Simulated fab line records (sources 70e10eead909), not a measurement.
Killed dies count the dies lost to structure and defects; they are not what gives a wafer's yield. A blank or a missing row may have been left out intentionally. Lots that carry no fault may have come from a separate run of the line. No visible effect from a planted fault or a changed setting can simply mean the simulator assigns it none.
Chamber matching / flow nand harc / NHARC_A_SLIT_DEP_25 on pecvd-03 has 3 sister chambers
The step deposits SiO2, target thk 200 nm. 3 wafers are shown with their chamber, then 11 later ones without.

## EACH WAFER AND ITS CHAMBER
wafer=L084.4; chamber=0; throttle valve pct (%)=16.0
wafer=L085.6; chamber=1; throttle valve pct (%)=15.5
wafer=L088.1; chamber=2; throttle valve pct (%)=16.2

## WAFERS WHOSE CHAMBER IS MISSING
wafer=L088.4; throttle valve pct (%)=16.3
wafer=L088.6; throttle valve pct (%)=15.4
wafer=L094.1; throttle valve pct (%)=16.1
wafer=L094.4; throttle valve pct (%)=16.1
wafer=L094.5; throttle valve pct (%)=15.9
wafer=L092.1; throttle valve pct (%)=16.2
wafer=L092.3; throttle valve pct (%)=16.1
wafer=L092.6; throttle valve pct (%)=16.4
wafer=L097.1; throttle valve pct (%)=16.5
wafer=L097.2; throttle valve pct (%)=16.5
wafer=L097.4; throttle valve pct (%)=16.4

## WHICH CHAMBER EACH WENT THROUGH
wafer=L088.4; from the rows above=can't be placed: 2 or 0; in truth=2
wafer=L088.6; from the rows above=1; in truth=1
wafer=L094.1; from the rows above=can't be placed: 2 or 0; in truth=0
wafer=L094.4; from the rows above=can't be placed: 2 or 0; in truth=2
wafer=L094.5; from the rows above=can't be placed: 0 or 2 or 1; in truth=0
wafer=L092.1; from the rows above=can't be placed: 2 or 0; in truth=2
wafer=L092.3; from the rows above=can't be placed: 2 or 0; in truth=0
wafer=L092.6; from the rows above=can't be placed: 2 or 0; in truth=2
wafer=L097.1; from the rows above=can't be placed: 2 or 0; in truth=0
wafer=L097.2; from the rows above=can't be placed: 2 or 0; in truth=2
wafer=L097.4; from the rows above=can't be placed: 2 or 0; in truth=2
Correct placement for 1 of the 11. These rows do not allow placing 10 (true chamber among the candidates in 10). 0 placed wrongly.
How it was worked out, from the rows above alone: a wafer's distance from a chamber is the root of the sum, over the readings, of the square of ((its reading less the chamber's mean) divided by the reading's scatter). The wafer belongs to the nearest chamber; if the next one is less than 2 further off, it can't be placed. A chamber's mean is the mean of its shown wafers. The scatter: root of mean squared gap, hidden wafer to nearest shown wafer, with one shown wafer a chamber.
